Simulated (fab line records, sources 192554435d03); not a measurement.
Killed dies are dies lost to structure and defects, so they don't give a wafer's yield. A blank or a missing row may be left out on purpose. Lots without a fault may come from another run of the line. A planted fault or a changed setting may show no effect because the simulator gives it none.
fab line records | flow n5_finfet
record lots=7 wafers=39
route steps=1938 shown PMOS_HMC_CHANNEL_EPI@57 SD_EPI_N@288 HKMG_FIN@403 GATE_CUT@466 BEOL_M3@931 BEOL_M5@1112
start_h: hours from the record's first day to the start of the lot's first wafer shown | wait_h: hours since the lot's step before | " the same as in the row above | L1.1+2: a row that stands for several wafers | - no value, or no start given | * or withheld: withheld | < > ~ a bound
route shown NAME@n: a module of which the file shows steps, and the number in the route of the first | usual: mean/standard deviation of fault-free wafers | same: alike in all rows | chamber/n: place in a boat | sites: the reading at each site | _std_site: their standard deviation | _edge_site: outer sites' mean less inner sites' | radius_mm: how far each site lies from the wafer's centre | mask NAME#n: copy n | behind: the tool/chamber that last shaped the wafer | hold: why the lot was held/for how many hours/how that ended | device: the transistor (n, p or np) that didn't switch | end of line: the same wafers' tests at the end of the route | a step without rows: its recipe alone | killed: dies lost to structure and defects at the first sort, not the wafer's yield | map: a wafer's dies, x killed, . not, _ none there
set.NAME: the setting as run; set.NAME@STEP: as run at that earlier step | model.NAME: the simulator's own value behind a step, which no gauge read
lots whose settings were changed on purpose; a table a step, a row a wafer
## steps
# step N5_PMOS_HMC_CHANNEL_EPI_HM_DEP_34
# recipe material=SiO2 target_thk_a=360 temp_c=400 precursor=TEOS/O2 pressure_torr=6.5 rf_w=900 teos_flow_sccm=161.4 gas=O2 flow_sccm=2650 time_s=6.9
# columns lot.wafer tool chamber start_h wait_h set.target_thk_a model.SiO2_of_PMOS_HMC_CHANNEL_EPI_HM_DEP_34.thk_nm
L076.1 pecvd-02 0 29.27 0.0 360 36.08
L076.2 " 1 " " 360 36.53
L076.3 " 2 " " 360 35.77
L076.4 " 1 " " 207.9 22.32
L076.5 " 2 " " 207.9 20.79
L076.6 " 0 " " 207.9 20.92
L077.1 pecvd-03 0 35.18 0.0 360 35.37
L077.2 " 1 " " 360 35.96
L077.3 " 2 " " 430.8 42.61
L077.4 " 0 " " 430.8 43.43
L077.5 " 2 " " 430.8 42.99
L077.6 " 1 " " 360 36.63
L080.1 pecvd-02 0 52.83 0.0 177.2 18.08
L080.2 " 1 " " 360 36
L080.3 " 2 " " 360 35.72
L080.4 " 1 " " 177.2 18.28
L080.5 " 2 " " 177.2 18.45
L080.6 " 0 " " 360 36.55
L082.1 pecvd-03 2 65.80 0.0 360 35.48
L082.2 " 0 " " 228.3 22.83
L082.3 " 1 " " 228.3 22.47
L082.4 " 1 " " 360 36.31
L082.5 " 2 " " 360 36.17
L082.6 " 0 " " 228.3 22.99
L089.1 pecvd-01 1 106.87 0.0 447.4 44.03
L089.2 " 2 " " 447.4 44.59
L089.3 " 1 " " 360 35.69
L089.4 " 2 " " 360 36.17
L089.5 " 1 " " 447.4 44.83
L089.6 " 2 " " 360 36.12
L096.3 pecvd-03 0 148.83 0.0 360 35.56
L096.5 " 2 " " 360 36.53
L096.6 " 0 " " 360 36.22
L097.1 pecvd-02 0 157.55 0.0 487.4 49.19
L097.2 " 1 " " 360 36.65
L097.3 " 2 " " 487.4 49.04
L097.4 " 0 " " 360 37.21
L097.5 " 1 " " 487.4 50.24
L097.6 " 2 " " 360 37.16
# step N5_SD_EPI_N_EPI_21
# recipe material=Si:P dopant=P temp_c=680 pressure_torr=255 time_s=690
# columns lot.wafer tool chamber start_h wait_h set.epi_growth_time_s model.Si-P_of_SD_EPI_N_EPI_21.thk_nm
L076.1+6 epi_rpcvd-03 0 67.58 0.1 690 57.8
L076.2+5 " 0 " " 690 57.6
L076.3 " 0 " " 690 58.4
L076.4 " 0 " " 690 58.2
L077.1 epi_rpcvd-04 0 68.12 0.2 690 59.8
L077.2 " 0 " " 1068 81.2
L077.3 " 0 " " 690 59.6
L077.4+5 " 0 " " 1068 80.8
L077.6 " 0 " " 690 59
L080.1+2+6 epi_rpcvd-03 0 89.31 0.1 690 59.6
L080.3 " 0 " " 690 60
L080.4 " 0 " " 690 59.4
L080.5 " 0 " " 690 59.8
L082.1 epi_rpcvd-04 0 101.66 0.1 690 58.6
L082.2+4 " 0 " " 900.5 71.6
L082.3 " 0 " " 690 59.8
L082.5 " 0 " " 900.5 70.2
L082.6 " 0 " " 690 59
L089.1+3 epi_rpcvd-02 0 138.74 0.1 690 59
L089.2 " 0 " " 308.1 28
L089.4 " 0 " " 690 58.8
L089.5+6 " 0 " " 308.1 28.2
L096.3 epi_rpcvd-03 0 186.07 0.7 690 59.2
L096.5 " 0 " " 690 59.4
L096.6 " 0 " " 690 59
L097.1 epi_rpcvd-02 0 192.75 0.1 690 58.4
L097.2 " 0 " " 298.5 27.4
L097.3 " 0 " " 690 59.6
L097.4 " 0 " " 690 59
L097.5 " 0 " " 298.5 28
L097.6 " 0 " " 298.5 27.2
# step N5_SD_EPI_N_EPI_MEAS_23
# recipe mode=xrd
# usual thk_nm=58.7/1.1
# columns lot.wafer tool chamber start_h wait_h set.epi_growth_time_s@SD_EPI_N_EPI_21 thk_nm
L076.1 film_metro-02 - 69.29 1.4 690 56.1
L076.2 " - " " 690 58.0
L076.3 " - " " 690 60.3
L076.4 " - " " 690 59.2
L076.5 " - " " 690 57.3
L076.6 " - " " 690 58.2
L077.1 film_metro-01 - 70.40 1.9 690 61.1
L077.2 " - " " 1068 82.0
L077.3 " - " " 690 59.3
L077.4 " - " " 1068 81.0
L077.5 " - " " 1068 79.8
L077.6 " - " " 690 58.9
L080.1 film_metro-02 - 91.02 1.4 690 59.2
L080.2 " - " " 690 59.8
L080.3 " - " " 690 60.9
L080.4 " - " " 690 57.8
L080.5 " - " " 690 59.6
L080.6 " - " " 690 59.4
L082.1 film_metro-01 - 103.39 1.5 690 58.5
L082.2 " - " " 900.5 72.5
L082.3 " - " " 690 60.3
L082.4 " - " " 900.5 72.3
L082.5 " - " " 900.5 68.4
L082.6 " - " " 690 58.6
L089.1 film_metro-01 - 140.46 1.4 690 58.4
L089.2 " - " " 308.1 26.4
L089.3 " - " " 690 58.0
L089.4 " - " " 690 57.4
L089.5 " - " " 308.1 28.8
L089.6 " - " " 308.1 27.5
L096.3 film_metro-01 - 187.23 0.9 690 56.8
L096.5 " - " " 690 60.3
L096.6 " - " " 690 60.1
L097.1 film_metro-02 - 194.48 1.5 690 59.0
L097.2 " - " " 298.5 27.4
L097.3 " - " " 690 60.1
L097.4 " - " " 690 59.2
L097.5 " - " " 298.5 30.0
L097.6 " - " " 298.5 27.9
# step N5_HKMG_FIN_ETCH_55
# recipe chemistry=N2/H2 target=SOC target_depth_a=2400 temp_c=40 time_s=300 ion_energy_ev=200 mask_material=SiARC pressure_mtorr=30 source_w=840 bias_w=150 n2_flow_sccm=200 h2_flow_sccm=200
# columns lot.wafer tool chamber start_h wait_h set.time_s model.etch.depth_nm model.HKMG_FIN.feature_depth_nm model.SiARC_of_HKMG_FIN_COAT_42.thk_nm
L076.1 rie_diel-01 3 88.04 0.0 300 232.2 232.2 22
L076.2 " 1 " " 207.6 172.9 173 24.8
L076.3 " 0 " " 207.6 161.4 161.4 25.8
L076.4 " 0 " " 300 233 233 21.6
L076.5 " 3 " " 207.6 161.6 161.6 26
L076.6 " 1 " " 300 249.4 249.4 20.4
L077.1 rie_diel-01 3 91.28 0.0 428.1 331.5 331.6 16.4
L077.2 " 0 " " 300 234 234 21.6
L077.3 " 1 " " 300 249.1 249.2 20.2
L077.4 " 1 " " 300 249.7 249.6 20.2
L077.5 " 0 " " 428.1 332.7 332.6 15.8
L077.6 " 3 " " 428.1 333.9 333.8 16.2
L080.1 rie_diel-05 0 110.23 0.0 300 243 243 21.2
L080.2 " 3 " " 451.1 363.8 363.8 14.4
L080.3 " 1 " " 300 225.7 225.8 22.2
L080.4 " 2 " " 451.1 356.8 356.8 14
L080.5 " 0 " " 300 242.2 242.2 21.2
L080.6 " 1 " " 451.1 342.6 342.6 15.8
L082.1 rie_diel-03 1 121.88 0.0 460.6 365.7 365.6 14
L082.2 " 0 " " 300 236.4 236.4 21.4
L082.3 " 2 " " 460.6 371.9 372 13.6
L082.4 " 2 " " 300 241.2 241.2 21
L082.5 " 1 " " 460.6 363.7 363.8 14.2
L082.6 " 0 " " 300 236.9 236.8 21.4
L089.1 rie_diel-01 2 162.42 0.0 300 237.1 237.2 21.2
L089.2 " 1 " " 442.1 363.6 363.6 13.6
L089.3 " 0 " " 442.1 343.5 343.6 15.4
L089.4 " 3 " " 300 235.2 235.2 21.8
L089.5 " 3 " " 442.1 344.9 344.8 15.8
L089.6 " 2 " " 300 237.9 238 21.4
L096.3 rie_diel-03 0 206.67 0.0 300 235.4 235.4 21.6
L096.5 " 2 " " 300 240.4 240.4 21.2
L096.6 " 3 " " 300 230.4 230.4 21.8
L097.1 rie_diel-03 0 213.39 0.0 300 236.3 236.2 21.6
L097.2 " 1 " " 300 241.2 241.2 21.2
L097.3 " 3 " " 379.2 292.4 292.4 18.4
L097.4 " 3 " " 379.2 294.4 294.4 18
L097.5 " 0 " " 379.2 299.2 299.2 18
L097.6 " 1 " " 300 239.1 239 21.4
# step N5_HKMG_FIN_STRIP_56
# recipe chemistry=N2/H2 temp_c=40 n2_flow_sccm=200 h2_flow_sccm=200 rf_frequency_hz=6e+07
# step N5_HKMG_FIN_STRIP_57
# recipe chemistry=CF4 resist=SiARC power_w=300 bias_power_w=75 pressure_mtorr=50 cf4_flow_sccm=150 rf_frequency_hz=6e+07
# step N5_HKMG_FIN_ETCH_58
# recipe chemistry=N2/H2 target=SOC target_depth_a=2158 ion_energy_ev=50 bias_w=13 time_s=741 pressure_mtorr=30 source_w=875 n2_flow_sccm=200 h2_flow_sccm=200
# columns lot.wafer tool chamber start_h wait_h set.time_s@HKMG_FIN_ETCH_55 model.HKMG_FIN.cd_offset_nm
L076.1 rie_diel-01 3 88.25 0.0 300 0.6
L076.2 " 1 " " 207.6 -2.4
L076.3 " 0 " " 207.6 -2
L076.4 " 0 " " 300 -0.6
L076.5 " 3 " " 207.6 -2.6
L076.6 " 1 " " 300 0
L077.1 rie_diel-01 3 91.49 0.0 428.1 2.6
L077.2 " 0 " " 300 0.2
L077.3 " 1 " " 300 0.8
L077.4 " 1 " " 300 0.6
L077.5 " 0 " " 428.1 1.8
L077.6 " 3 " " 428.1 3.2
L080.1 rie_diel-05 0 110.44 0.0 300 1.6
L080.2 " 3 " " 451.1 2.8
L080.3 " 1 " " 300 -0.2
L080.4 " 2 " " 451.1 4
L080.5 " 0 " " 300 0.4
L080.6 " 1 " " 451.1 3.2
L082.1 rie_diel-03 1 122.09 0.0 460.6 1.8
L082.2 " 0 " " 300 -0.6
L082.3 " 2 " " 460.6 3.4
L082.4 " 2 " " 300 -1
L082.5 " 1 " " 460.6 2
L082.6 " 0 " " 300 -0.8
L089.1 rie_diel-01 2 162.63 0.0 300 -1.8
L089.2 " 1 " " 442.1 3.2
L089.3 " 0 " " 442.1 2.2
L089.4 " 3 " " 300 0.2
L089.5 " 3 " " 442.1 3.4
L089.6 " 2 " " 300 -0.6
L096.3 rie_diel-03 0 206.88 0.0 300 -1.8
L096.5 " 2 " " 300 -1
L096.6 " 3 " " 300 0.2
L097.1 rie_diel-03 0 213.61 0.0 300 -1.4
L097.2 " 1 " " 300 -0.2
L097.3+5 " 3,0 " " 379.2 1.2
L097.4 " 3 " " 379.2 1.4
L097.6 " 1 " " 300 -0.8
# step N5_GATE_CUT_ETCH_56
# recipe chemistry=Cl2/Ar target=TiN target_depth_a=216 pressure_mtorr=10 icp_w=600 bias_w=60 Cl2_flow_sccm=40 Ar_flow_sccm=60
# columns lot.wafer tool chamber start_h wait_h set.target_depth_a model.etch.depth_nm
L076.1 rie_metal-02 0 95.97 0.1 271.7 27.45
L076.2 " 1 " " 216 21.63
L076.3 " 0 " " 216 21.84
L076.4 " 1 " " 216 21.27
L076.5 " 1 " " 271.7 27.11
L076.6 " 0 " " 271.7 27.47
L077.1 rie_metal-02 0 99.58 0.1 147.9 14.83
L077.2 " 1 " " 216 21.27
L077.3 " 0 " " 147.9 14.73
L077.4 " 1 " " 147.9 14.6
L077.5 " 1 " " 216 21.22
L077.6 " 0 " " 216 21.7
L080.1 rie_metal-03 0 118.20 0.1 216 21.59
L080.2 " 1 " " 267.7 27.01
L080.3 " 0 " " 216 21.72
L080.4 " 1 " " 267.7 27.06
L080.5 " 1 " " 267.7 26.97
L080.6 " 0 " " 216 21.66
L082.1 rie_metal-01 1 130.22 0.1 143.1 14.48
L082.2 " 0 " " 216 20.9
L082.3 " 1 " " 216 21.75
L082.4 " 0 " " 143.1 13.82
L082.5 " 1 " " 216 21.76
L082.6 " 0 " " 143.1 13.86
L089.1 rie_metal-03 0 170.77 0.2 216 21.93
L089.2 " 0 " " 312.3 31.47
L089.3 " 0 " " 312.3 31.41
L089.4 " 0 " " 216 21.92
L089.5 " 0 " " 216 21.78
L089.6 " 0 " " 312.3 31.58
L096.3 rie_metal-03 0 214.57 0.1 216 21.5
L096.5 " 0 " " 216 21.47
L096.6 " 1 " " 216 22.26
L097.1 rie_metal-02 0 221.33 0.1 216 21.9
L097.2 " 1 " " 146.8 14.52
L097.3 " 0 " " 146.8 14.86
L097.4 " 1 " " 216 21.32
L097.5 " 1 " " 216 21.22
L097.6 " 0 " " 146.8 14.9
# step N5_BEOL_M3_ILD_DEP_00
# recipe material=SiOC target_thk_a=790 temp_c=350 precursor=DEMS/O2 pressure_torr=5 rf_w=500 time_s=15.3
# columns lot.wafer tool chamber start_h wait_h set.time_s model.SiOC_of_BEOL_M3_ILD_DEP_00.thk_nm
L076.1 pecvd-03 1 155.28 0.0 15.3 77.2
L076.2 " 2 " " 15.3 78.6
L076.3 " 0 " " 15.3 78
L076.4 " 0 " " 15.3 79.4
L076.5 " 2 " " 15.3 80
L076.6 " 1 " " 15.3 78.8
L077.1+4 pecvd-02 2,0 157.12 0.0 11.56 59.8
L077.2 " 0 " " 15.3 77.6
L077.3 " 1 " " 15.3 77.8
L077.5 " 2 " " 15.3 80.6
L077.6 " 1 " " 11.56 60
L080.1 pecvd-04 2 184.66 0.0 15.3 79.4
L080.2 " 1 " " 22.82 116.4
L080.3 " 0 " " 15.3 80.8
L080.4 " 1 " " 15.3 80.2
L080.5 " 0 " " 22.82 118.2
L080.6 " 2 " " 22.82 118.4
L082.1 pecvd-04 0 194.51 0.0 15.3 79.2
L082.2 " 2 " " 15.3 78.6
L082.3 " 1 " " 15.3 78
L082.4 " 0 " " 15.3 79.6
L082.5 " 1 " " 15.3 79
L082.6 " 2 " " 15.3 80.2
L089.1 pecvd-03 2 235.84 0.0 21.37 108.6
L089.2 " 0 " " 15.3 77.6
L089.3 " 1 " " 21.37 107.8
L089.4 " 0 " " 21.37 110.2
L089.5 " 1 " " 15.3 79.4
L089.6 " 2 " " 15.3 80.4
L096.3 pecvd-03 1 285.38 0.0 15.3 78.4
L096.5+6 " 2,1 " " 15.3 79.8
L097.1 pecvd-02 1 302.82 0.0 17.74 89.4
L097.2 " 2 " " 15.3 78
L097.3 " 0 " " 17.74 89.2
L097.4 " 0 " " 15.3 78.6
L097.5 " 2 " " 17.74 91.4
L097.6 " 1 " " 15.3 78.8
# step N5_BEOL_M3_THK_MEAS_01
# recipe reads=SiOC_of_BEOL_M3_ILD_DEP_00
# usual M3_ILD_THK=78.7/1.1
# columns lot.wafer tool chamber start_h wait_h set.time_s@BEOL_M3_ILD_DEP_00 M3_ILD_THK[nm]
L076.1 film_metro-01 - 155.34 0.0 15.3 77.1
L076.2 " - " " 15.3 78.6
L076.3 " - " " 15.3 78.0
L076.4 " - " " 15.3 79.4
L076.5 " - " " 15.3 80.1
L076.6 " - " " 15.3 78.8
L077.1 film_metro-02 - 157.18 0.0 11.56 59.8
L077.2 " - " " 15.3 77.5
L077.3 " - " " 15.3 77.8
L077.4 " - " " 11.56 59.8
L077.5 " - " " 15.3 80.6
L077.6 " - " " 11.56 60.1
L080.1 film_metro-02 - 184.72 0.0 15.3 79.4
L080.2 " - " " 22.82 116.3
L080.3 " - " " 15.3 80.9
L080.4 " - " " 15.3 80.1
L080.5 " - " " 22.82 118.3
L080.6 " - " " 22.82 118.4
L082.1 film_metro-02 - 194.57 0.0 15.3 79.3
L082.2 " - " " 15.3 78.7
L082.3 " - " " 15.3 78.1
L082.4 " - " " 15.3 79.5
L082.5 " - " " 15.3 79.0
L082.6 " - " " 15.3 80.2
L089.1 film_metro-01 - 235.91 0.0 21.37 108.5
L089.2 " - " " 15.3 77.7
L089.3 " - " " 21.37 107.8
L089.4 " - " " 21.37 110.2
L089.5 " - " " 15.3 79.3
L089.6 " - " " 15.3 80.4
L096.3 film_metro-02 - 285.45 0.1 15.3 78.3
L096.5 " - " " 15.3 79.8
L096.6 " - " " 15.3 79.8
L097.1 film_metro-01 - 302.89 0.0 17.74 89.4
L097.2 " - " " 15.3 78.1
L097.3 " - " " 17.74 89.2
L097.4 " - " " 15.3 78.6
L097.5 " - " " 17.74 91.3
L097.6 " - " " 15.3 78.8
# step N5_BEOL_M5_ILD_DEP_00
# recipe material=SiCOH_lowk target_thk_a=1406.4 temp_c=300 precursor=DEMS/porogen pressure_torr=5 rf_w=500 time_s=25.9
# columns lot.wafer tool chamber start_h wait_h set.time_s model.SiCOH_lowk_of_BEOL_M5_ILD_DEP_00.thk_nm
L076.1 pecvd-03 0 180.48 0.8 34.38 183.2
L076.2 " 1 " " 25.9 138.6
L076.3 " 2 " " 34.38 183
L076.4 " 0 " " 34.38 186.4
L076.5 " 2 " " 25.9 140.6
L076.6 " 1 " " 25.9 140.4
L077.1 pecvd-03 2 181.46 0.8 25.9 139
L077.2 " 0 " " 14.02 77.8
L077.3 " 1 " " 25.9 140.4
L077.4 " 0 " " 14.02 79.6
L077.5 " 2 " " 25.9 141.8
L077.6 " 1 " " 14.02 77
L080.1 pecvd-01 1 206.17 0.8 25.9 138.2
L080.2 " 0 " " 25.9 136.8
L080.3 " 2 " " 25.9 139.2
L080.4 " 1 " " 25.9 141.2
L080.5 " 2 " " 25.9 140.6
L080.6 " 0 " " 25.9 141
L082.1 pecvd-02 0 211.27 0.8 25.9 139
L082.2 " 1 " " 25.9 139.6
L082.3 " 0 " " 25.9 141.4
L082.4+5 " 1 " " 25.9 140
L082.6 " 0 " " 25.9 141.8
L089.1 pecvd-02 2 250.65 0.8 35.5 192.8
L089.2 " 0 " " 25.9 140.8
L089.3 " 1 " " 25.9 142
L089.4 " 1 " " 25.9 142.4
L089.5 " 0 " " 35.5 194.6
L089.6 " 2 " " 35.5 196
L096.3 pecvd-02 1 317.47 0.5 25.9 138.8
L096.5 " 2 " " 25.9 141.6
L096.6 " 1 " " 25.9 141
L097.1 pecvd-02 2 334.87 0.8 21.61 118.2
L097.2 " 0 " " 25.9 138.6
L097.3 " 1 " " 25.9 137.4
L097.4 " 2 " " 25.9 141.6
L097.5 " 1 " " 21.61 118.6
L097.6 " 0 " " 21.61 116
# step N5_BEOL_M5_CURE_79
# recipe temp_c=385 time_s=240 ambient=He/Ar material=SiCOH_lowk
# columns lot.wafer tool chamber start_h wait_h set.time_s@BEOL_M5_ILD_DEP_00 model.SiCOH_lowk_of_BEOL_M5_ILD_DEP_00.thk_nm
L076.1 uv_cure-02 1 180.54 0.0 34.38 158
L076.2 " 1 " " 25.9 119.2
L076.3 " 1 " " 34.38 157.8
L076.4 " 1 " " 34.38 160.8
L076.5 " 1 " " 25.9 121
L076.6 " 1 " " 25.9 120.8
L077.1 uv_cure-01 2 181.52 0.0 25.9 119.6
L077.2 " 2 " " 14.02 66.8
L077.3 " 2 " " 25.9 120.8
L077.4 " 2 " " 14.02 68.4
L077.5 " 2 " " 25.9 122
L077.6 " 2 " " 14.02 66
L080.1 uv_cure-01 0 206.23 0.0 25.9 118.8
L080.2 " 0 " " 25.9 117.6
L080.3 " 0 " " 25.9 119.8
L080.4+6 " 0 " " 25.9 121.4
L080.5 " 0 " " 25.9 121
L082.1 uv_cure-03 0 211.35 0.1 25.9 119.6
L082.2 " 0 " " 25.9 120
L082.3 " 0 " " 25.9 121.6
L082.4 " 0 " " 25.9 120.4
L082.5 " 0 " " 25.9 120.6
L082.6 " 0 " " 25.9 122
L089.1 uv_cure-01 2 250.71 0.0 35.5 166.4
L089.2 " 2 " " 25.9 121.2
L089.3 " 2 " " 25.9 122.2
L089.4 " 2 " " 25.9 122.6
L089.5 " 2 " " 35.5 167.8
L089.6 " 2 " " 35.5 169
L096.3 uv_cure-03 1 317.69 0.2 25.9 119.4
L096.5 " 1 " " 25.9 121.8
L096.6 " 1 " " 25.9 121.4
L097.1 uv_cure-01 0 334.93 0.0 21.61 101.4
L097.2 " 0 " " 25.9 119.2
L097.3 " 0 " " 25.9 118.2
L097.4 " 0 " " 25.9 122
L097.5 " 0 " " 21.61 101.8
L097.6 " 0 " " 21.61 99.8
# step N5_BEOL_M5_THK_MEAS_01
# recipe reads=SiCOH_lowk_of_BEOL_M5_ILD_DEP_00
# usual M5_ILD_THK=120.5/1.4
# columns lot.wafer tool chamber start_h wait_h set.time_s@BEOL_M5_ILD_DEP_00 M5_ILD_THK[nm]
L076.1 film_metro-01 - 181.53 0.8 34.38 158.0
L076.2 " - " " 25.9 119.2
L076.3 " - " " 34.38 157.8
L076.4 " - " " 34.38 160.9
L076.5 " - " " 25.9 121.0
L076.6 " - " " 25.9 120.6
L077.1 film_metro-02 - 182.03 0.4 25.9 119.7
L077.2 " - " " 14.02 66.8
L077.3 " - " " 25.9 120.8
L077.4 " - " " 14.02 68.3
L077.5 " - " " 25.9 121.9
L077.6 " - " " 14.02 66.0
L080.1 film_metro-02 - 206.74 0.4 25.9 118.9
L080.2 " - " " 25.9 117.7
L080.3 " - " " 25.9 119.8
L080.4 " - " " 25.9 121.5
L080.5 " - " " 25.9 121.0
L080.6 " - " " 25.9 121.3
L082.1 film_metro-02 - 211.86 0.4 25.9 119.6
L082.2 " - " " 25.9 120.1
L082.3 " - " " 25.9 121.7
L082.4 " - " " 25.9 120.5
L082.5 " - " " 25.9 120.4
L082.6 " - " " 25.9 122.1
L089.1 film_metro-01 - 251.22 0.4 35.5 166.4
L089.2 " - " " 25.9 121.2
L089.3 " - " " 25.9 122.2
L089.4 " - " " 25.9 122.7
L089.5 " - " " 35.5 167.9
L089.6 " - " " 35.5 169.2
L096.3 film_metro-02 - 318.05 0.3 25.9 119.3
L096.5 " - " " 25.9 121.9
L096.6 " - " " 25.9 121.3
L097.1 film_metro-01 - 335.45 0.4 21.61 101.4
L097.2 " - " " 25.9 119.3
L097.3 " - " " 25.9 118.1
L097.4 " - " " 25.9 121.9
L097.5 " - " " 21.61 101.9
L097.6 " - " " 21.61 99.7
## key
split step=N5_PMOS_HMC_CHANNEL_EPI_HM_DEP_34 setting=target_thk_a stated=360 by=wafer
response step=N5_PMOS_HMC_CHANNEL_EPI_HM_DEP_34 reading=model.SiO2_of_PMOS_HMC_CHANNEL_EPI_HM_DEP_34.thk_nm change=+0.353 per=1% r=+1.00
split step=N5_SD_EPI_N_EPI_21 setting=epi_growth_time_s stated=690 by=wafer
response step=N5_SD_EPI_N_EPI_21 reading=model.Si-P_of_SD_EPI_N_EPI_21.thk_nm change=+0.493 per=1% r=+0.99
response step=N5_SD_EPI_N_EPI_MEAS_23 reading=thk_nm change=* per=1% r=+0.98
split step=N5_HKMG_FIN_ETCH_55 setting=time_s stated=300 by=wafer
response step=N5_HKMG_FIN_ETCH_55 reading=model.etch.depth_nm change=+2.31 per=1% r=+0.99
response step=N5_HKMG_FIN_ETCH_55 reading=model.HKMG_FIN.feature_depth_nm change=+2.31 per=1% r=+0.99
response step=N5_HKMG_FIN_ETCH_55 reading=model.SiARC_of_HKMG_FIN_COAT_42.thk_nm change=-0.131 per=1% r=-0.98
response step=N5_HKMG_FIN_ETCH_58 reading=model.HKMG_FIN.cd_offset_nm change=+0.0625 per=1% r=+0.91
split step=N5_GATE_CUT_ETCH_56 setting=target_depth_a stated=216 by=wafer
response step=N5_GATE_CUT_ETCH_56 reading=model.etch.depth_nm change=+0.216 per=1% r=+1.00
split step=N5_BEOL_M3_ILD_DEP_00 setting=time_s stated=15.3 by=wafer
response step=N5_BEOL_M3_ILD_DEP_00 reading=model.SiOC_of_BEOL_M3_ILD_DEP_00.thk_nm change=+0.758 per=1% r=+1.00
response step=N5_BEOL_M3_THK_MEAS_01 reading=M3_ILD_THK change=+0.757 per=1% r=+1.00
split step=N5_BEOL_M5_ILD_DEP_00 setting=time_s stated=25.9 by=wafer
response step=N5_BEOL_M5_ILD_DEP_00 reading=model.SiCOH_lowk_of_BEOL_M5_ILD_DEP_00.thk_nm change=+1.37 per=1% r=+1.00
response step=N5_BEOL_M5_CURE_79 reading=model.SiCOH_lowk_of_BEOL_M5_ILD_DEP_00.thk_nm change=+1.19 per=1% r=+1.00
response step=N5_BEOL_M5_THK_MEAS_01 reading=M5_ILD_THK change=+1.19 per=1% r=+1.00
